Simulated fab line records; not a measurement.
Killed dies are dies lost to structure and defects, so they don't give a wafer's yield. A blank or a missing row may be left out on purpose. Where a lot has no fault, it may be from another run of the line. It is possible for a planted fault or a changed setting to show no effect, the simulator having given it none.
Chamber matching | flow nand harc | 4 sister chambers for NHARC_A_STAIRCASE_ETCH_169 on rie diel-05
The step etches the open film in CH3F/O2, target depth 50 nm, time 107.1 s. 4 wafers are shown with their chamber, then 7 later ones without.

WAFERS, EACH WITH ITS CHAMBER
wafer  | chamber | showerhead plenum p Torr (Torr)
L882.6 | 3       | 2.59
L893.4 | 1       | 2.53
L898.1 | 0       | 2.30
L898.2 | 2       | 2.43

WAFERS WITH NO CHAMBER GIVEN
wafer  | showerhead plenum p Torr (Torr)
L898.3 | 2.57
L899.1 | 2.43
L899.4 | 2.53
L899.5 | 2.53
L901.1 | 2.43
L901.3 | 2.29
L901.5 | 2.43

EACH ONE'S CHAMBER
wafer  | from the rows above | in truth
L898.3 | 3                   | 3
L899.1 | 2                   | 2
L899.4 | 1                   | 1
L899.5 | 1                   | 1
L901.1 | 2                   | 2
L901.3 | 0                   | 0
L901.5 | 2                   | 2
7 of 7 placed correctly. Can't be placed from these rows: 0. 0 placed wrongly.
How it was worked out, from the rows above alone: a wafer's distance from a chamber is the root of the sum, over the readings, of the square of ((its reading less the chamber's mean) divided by the reading's scatter). If the next closest chamber is less than 2 further off than the closest, the wafer can't be placed; otherwise it belongs to the closest. The mean given for a chamber averages the wafers shown for that chamber. The scatter: with one shown wafer a chamber, the root of the mean of the squares of how far each hidden wafer lies from its nearest shown one.
